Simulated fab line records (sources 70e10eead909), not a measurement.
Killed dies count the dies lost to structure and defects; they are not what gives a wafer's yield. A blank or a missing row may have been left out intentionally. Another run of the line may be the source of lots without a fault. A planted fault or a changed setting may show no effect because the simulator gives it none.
The tool behind it: which one? / flow nandHarc / Sampling: 13 lots, 39 wafers, 5 of 1302 route steps

WHAT THE GAUGES READ, wafer by wafer
NHARC_A_M1_THK_MEAS_24: measures by xrf. Usual: thkNm reads 154.3 nm (standard deviation 1.5).
lot=L828; measured=day 23 06:49; on=filmMetro-02; thkNm (nm)=152.4 152.9 153.1; flag=
lot=L830; measured=day 24 00:41; on=filmMetro-01; thkNm (nm)=152.7 151.6 153.3; flag=
lot=L831; measured=day 24 11:57; on=filmMetro-01; thkNm (nm)=150.6 153.4 152.0; flag=
lot=L834; measured=day 25 22:29; on=filmMetro-01; thkNm (nm)=156.2 154.4 153.9; flag=
lot=L837; measured=day 26 21:32; on=filmMetro-01; thkNm (nm)=155.5 155.7 156.1; flag=
lot=L836; measured=day 27 00:06; on=filmMetro-01; thkNm (nm)=155.4 156.6 155.1; flag=
lot=L840; measured=day 28 10:35; on=filmMetro-01; thkNm (nm)=151.1 153.7 153.6; flag=
lot=L842; measured=day 28 21:48; on=filmMetro-01; thkNm (nm)=156.0 156.2 155.7; flag=
lot=L843; measured=day 28 23:07; on=filmMetro-01; thkNm (nm)=153.5 153.1 152.5; flag=
lot=L844; measured=day 30 11:23; on=filmMetro-01; thkNm (nm)=152.3 153.2 155.1; flag=
lot=L845; measured=day 30 15:13; on=filmMetro-02; thkNm (nm)=154.2 154.2 154.6; flag=
lot=L847; measured=day 31 07:02; on=filmMetro-02; thkNm (nm)=154.9 157.4 153.1; flag=
lot=L848; measured=day 31 19:01; on=filmMetro-02; thkNm (nm)=154.7 154.5 156.0; flag=

NHARC_END_SORT_01. Usual: killedAtArray 52, standard deviation 17; killedAtOther 0.8, standard deviation 1.1; killedAtPeriphery 3.2, standard deviation 2.2; killedDies 57, standard deviation 17; killedOpen 3.4, standard deviation 1.8; killedShort 2.4, standard deviation 1.6.
lot=L834; measured=day 27 08:23; on=prober-02; killedAtArray=34 25 37; killedAtOther=98 79 93; killedAtPeriphery=3 5 4; killedDies=135 109 134; killedOpen=2 2 0; killedShort=1 1 3; flag=OFF
lot=L836; measured=day 28 08:31; on=prober-01; killedAtArray=68 59 68; killedAtOther=89 87 92; killedAtPeriphery=0 2 1; killedDies=157 148 161; killedOpen=2 4 6; killedShort=0 2 2; flag=OFF

TOOL THAT RAN EACH LOT (tool first, then ch and the chambers of the sampled wafers, then the start)
lot=L828; NHARC_A_BONDPAD_DEP_00=pecvd-02 ch 0,1,2, day 23 07:40; NHARC_A_BONDPAD_CMP_19=cmp-03 ch 0,1,2, day 23 11:36; NHARC_THIN_TSV_DEP_47=pecvd-01 ch 0,2, day 24 01:23
lot=L830; NHARC_A_BONDPAD_DEP_00=pecvd-02 ch 0,1,2, day 24 01:32; NHARC_A_BONDPAD_CMP_19=cmp-02 ch 0,2,3, day 24 05:00; NHARC_THIN_TSV_DEP_47=pecvd-02 ch 0,1,2, day 24 20:00
lot=L831; NHARC_A_BONDPAD_DEP_00=pecvd-02 ch 0,1,2, day 24 12:54; NHARC_A_BONDPAD_CMP_19=cmp-04 ch 0,3, day 24 16:09; NHARC_THIN_TSV_DEP_47=pecvd-01 ch 0,1, day 25 07:01
lot=L834; NHARC_A_BONDPAD_DEP_00=pecvd-01 ch 0,1,2, day 25 23:23; NHARC_A_BONDPAD_CMP_19=cmp-03 ch 0,2, day 26 02:43; NHARC_THIN_TSV_DEP_47=pecvd-02 ch 1,2, day 26 17:17
lot=L837; NHARC_A_BONDPAD_DEP_00=pecvd-02 ch 1,2, day 26 22:26; NHARC_A_BONDPAD_CMP_19=cmp-04 ch 0,1,2, day 27 01:54; NHARC_THIN_TSV_DEP_47=pecvd-01 ch 0,2, day 27 18:47
lot=L836; NHARC_A_BONDPAD_DEP_00=pecvd-02 ch 1,2, day 27 00:57; NHARC_A_BONDPAD_CMP_19=cmp-03 ch 0,3, day 27 04:26; NHARC_THIN_TSV_DEP_47=pecvd-02 ch 0,1,2, day 27 20:07
lot=L840; NHARC_A_BONDPAD_DEP_00=pecvd-02 ch 0,1,2, day 28 11:27; NHARC_A_BONDPAD_CMP_19=cmp-03 ch 0,1,2, day 28 14:59; NHARC_THIN_TSV_DEP_47=pecvd-04 ch 1,2, day 29 04:05
lot=L842; NHARC_A_BONDPAD_DEP_00=pecvd-02 ch 0,1, day 28 22:40; NHARC_A_BONDPAD_CMP_19=cmp-03 ch 0,2,3, day 29 02:07; NHARC_THIN_TSV_DEP_47=pecvd-04 ch 1,2, day 29 17:17
lot=L843; NHARC_A_BONDPAD_DEP_00=pecvd-02 ch 0,2, day 28 23:59; NHARC_A_BONDPAD_CMP_19=cmp-03 ch 0,1,3, day 29 03:25; NHARC_THIN_TSV_DEP_47=pecvd-01 ch 1,2, day 29 18:14
lot=L844; NHARC_A_BONDPAD_DEP_00=pecvd-03 ch 0,2, day 30 12:14; NHARC_A_BONDPAD_CMP_19=cmp-04 ch 0,1,2, day 30 15:37; NHARC_THIN_TSV_DEP_47=pecvd-04 ch 0,2, day 31 06:10
lot=L845; NHARC_A_BONDPAD_DEP_00=pecvd-02 ch 0,2, day 30 16:07; NHARC_A_BONDPAD_CMP_19=cmp-03 ch 1,2, day 30 19:27; NHARC_THIN_TSV_DEP_47=pecvd-01 ch 0,1,2, day 31 11:08
lot=L847; NHARC_A_BONDPAD_DEP_00=pecvd-02 ch 0,1, day 31 07:53; NHARC_A_BONDPAD_CMP_19=cmp-02 ch 0,1,3, day 31 11:24; NHARC_THIN_TSV_DEP_47=pecvd-04 ch 1,2, day 32 05:43
lot=L848; NHARC_A_BONDPAD_DEP_00=pecvd-01 ch 0,1,2, day 31 19:53; NHARC_A_BONDPAD_CMP_19=cmp-04 ch 0,1, day 31 23:21; NHARC_THIN_TSV_DEP_47=pecvd-04 ch 0,1, day 32 22:45
- NHARC_A_BONDPAD_DEP_00: deposits SiCN, target thk 250 nm.
- NHARC_A_BONDPAD_CMP_19: polishes, t overpolish 30 s, cu recess touch 16 s, target thk 169.82 nm.
- NHARC_THIN_TSV_DEP_47: deposits SiO2, target thk 200 nm.

AS READ BY THE TOOLS THEMSELVES (means over the sampled wafers that have a number; for cases with no such wafer, the mark the record gives instead)
NHARC_A_BONDPAD_DEP_00. Usual: heaterPowerOuterW 344 W, standard deviation 44; heaterPowerW 602 W, standard deviation 83; showerheadVppV 1268 V, standard deviation 46.
lot=L828; tool=pecvd-02; heaterPowerOuterW (W)=328; heaterPowerW (W)=574; showerheadVppV (V)=1261; flag=
lot=L830; tool=pecvd-02; heaterPowerOuterW (W)=332; heaterPowerW (W)=589; showerheadVppV (V)=1257; flag=
lot=L831; tool=pecvd-02; heaterPowerOuterW (W)=324; heaterPowerW (W)=568; showerheadVppV (V)=1265; flag=
lot=L834; tool=pecvd-01; heaterPowerOuterW (W)=336; heaterPowerW (W)=607; showerheadVppV (V)=1269; flag=
lot=L837; tool=pecvd-02; heaterPowerOuterW (W)=277; heaterPowerW (W)=485; showerheadVppV (V)=1290; flag=
lot=L836; tool=pecvd-02; heaterPowerOuterW (W)=295; heaterPowerW (W)=507; showerheadVppV (V)=1298; flag=
lot=L840; tool=pecvd-02; heaterPowerOuterW (W)=329; heaterPowerW (W)=573; showerheadVppV (V)=1255; flag=
lot=L842; tool=pecvd-02; heaterPowerOuterW (W)=379; heaterPowerW (W)=680; showerheadVppV (V)=1221; flag=
lot=L843; tool=pecvd-02; heaterPowerOuterW (W)=345; heaterPowerW (W)=554; showerheadVppV (V)=1286; flag=
lot=L844; tool=pecvd-03; heaterPowerOuterW (W)=357; heaterPowerW (W)=609; showerheadVppV (V)=1273; flag=
lot=L845; tool=pecvd-02; heaterPowerOuterW (W)=312; heaterPowerW (W)=515; showerheadVppV (V)=1302; flag=
lot=L847; tool=pecvd-02; heaterPowerOuterW (W)=402; heaterPowerW (W)=693; showerheadVppV (V)=1246; flag=
lot=L848; tool=pecvd-01; heaterPowerOuterW (W)=379; heaterPowerW (W)=661; showerheadVppV (V)=1272; flag=

NHARC_A_BONDPAD_CMP_19. Usual: motorCurrentA 11.8 A, standard deviation 1.1; overpolishRunS 30.001 s, standard deviation 0.0097; slurryFlowMlMin 150.0, standard deviation 0.47.
lot=L828; tool=cmp-03; motorCurrentA (A)=11.3; overpolishRunS (s)=30.004; slurryFlowMlMin=150.1; flag=
lot=L830; tool=cmp-02; motorCurrentA (A)=12.4; overpolishRunS (s)=29.995; slurryFlowMlMin=150.3; flag=
lot=L831; tool=cmp-04; motorCurrentA (A)=12.9; overpolishRunS (s)=29.991; slurryFlowMlMin=150.0; flag=
lot=L834; tool=cmp-03; motorCurrentA (A)=10.9; overpolishRunS (s)=30.002; slurryFlowMlMin=150.4; flag=
lot=L837; tool=cmp-04; motorCurrentA (A)=11.4; overpolishRunS (s)=29.999; slurryFlowMlMin=150.1; flag=
lot=L836; tool=cmp-03; motorCurrentA (A)=11.6; overpolishRunS (s)=29.999; slurryFlowMlMin=149.8; flag=
lot=L840; tool=cmp-03; motorCurrentA (A)=11.6; overpolishRunS (s)=30.003; slurryFlowMlMin=149.7; flag=
lot=L842; tool=cmp-03; motorCurrentA (A)=11.7; overpolishRunS (s)=30.007; slurryFlowMlMin=150.1; flag=
lot=L843; tool=cmp-03; motorCurrentA (A)=12.3; overpolishRunS (s)=29.997; slurryFlowMlMin=150.0; flag=
lot=L844; tool=cmp-04; motorCurrentA (A)=11.5; overpolishRunS (s)=30.005; slurryFlowMlMin=149.8; flag=
lot=L845; tool=cmp-03; motorCurrentA (A)=11.5; overpolishRunS (s)=30.010; slurryFlowMlMin=150.1; flag=
lot=L847; tool=cmp-02; motorCurrentA (A)=11.5; overpolishRunS (s)=30.004; slurryFlowMlMin=149.8; flag=
lot=L848; tool=cmp-04; motorCurrentA (A)=12.4; overpolishRunS (s)=29.994; slurryFlowMlMin=150.1; flag=

NHARC_THIN_TSV_DEP_47. Usual: showerheadVppV 1781 V, standard deviation 54; throttleValvePct 15.9 %, standard deviation 0.57.
lot=L828; tool=pecvd-01; showerheadVppV (V)=1757; throttleValvePct (%)=15.6; flag=
lot=L830; tool=pecvd-02; showerheadVppV (V)=1794; throttleValvePct (%)=16.4; flag=
lot=L831; tool=pecvd-01; showerheadVppV (V)=1803; throttleValvePct (%)=15.7; flag=
lot=L834; tool=pecvd-02; showerheadVppV (V)=1828; throttleValvePct (%)=15.8; flag=
lot=L837; tool=pecvd-01; showerheadVppV (V)=1751; throttleValvePct (%)=15.6; flag=
lot=L836; tool=pecvd-02; showerheadVppV (V)=1792; throttleValvePct (%)=16.2; flag=
lot=L840; tool=pecvd-04; showerheadVppV (V)=1768; throttleValvePct (%)=15.8; flag=
lot=L842; tool=pecvd-04; showerheadVppV (V)=1760; throttleValvePct (%)=16.3; flag=
lot=L843; tool=pecvd-01; showerheadVppV (V)=1808; throttleValvePct (%)=15.2; flag=
lot=L844; tool=pecvd-04; showerheadVppV (V)=1751; throttleValvePct (%)=15.9; flag=
lot=L845; tool=pecvd-01; showerheadVppV (V)=1800; throttleValvePct (%)=15.3; flag=
lot=L847; tool=pecvd-04; showerheadVppV (V)=1753; throttleValvePct (%)=16.1; flag=
lot=L848; tool=pecvd-04; showerheadVppV (V)=1760; throttleValvePct (%)=15.6; flag=

THE ANSWER, worked out from the rows above alone
Rule: a lot counts as off when the mean over its wafers that have a number is more than 3 standard deviations away from the usual mean. A lot without any number at a reading at which 4 lots or more have one is off too. All remaining lots with rows at the step are treated as sound. After the gauges, taken in route order, come the tools' own readings; for these a lot's mean is taken, as printed above. At the first step where some lot is off, the reading lying furthest off is the one used; lots without a number count as furthest.
Off: L834, L836 (NHARC_END_SORT_01, killedAtOther). Neither off nor sound, because the step has no rows for them: L828, L830, L831, L837, L840, L842, L843, L844, L845, L847, L848.
If a tool, at a process step before that reading, ran all the lots that are off and no sound lot after the first of them, it fits. Gauges at NHARC_END_SORT_01: tried the same way as those tools. This does not decide it: 2 tools fit, namely cmp-03 at NHARC_A_BONDPAD_CMP_19 and pecvd-02 at NHARC_THIN_TSV_DEP_47.

WHAT THE SIMULATOR HAD INSERTED
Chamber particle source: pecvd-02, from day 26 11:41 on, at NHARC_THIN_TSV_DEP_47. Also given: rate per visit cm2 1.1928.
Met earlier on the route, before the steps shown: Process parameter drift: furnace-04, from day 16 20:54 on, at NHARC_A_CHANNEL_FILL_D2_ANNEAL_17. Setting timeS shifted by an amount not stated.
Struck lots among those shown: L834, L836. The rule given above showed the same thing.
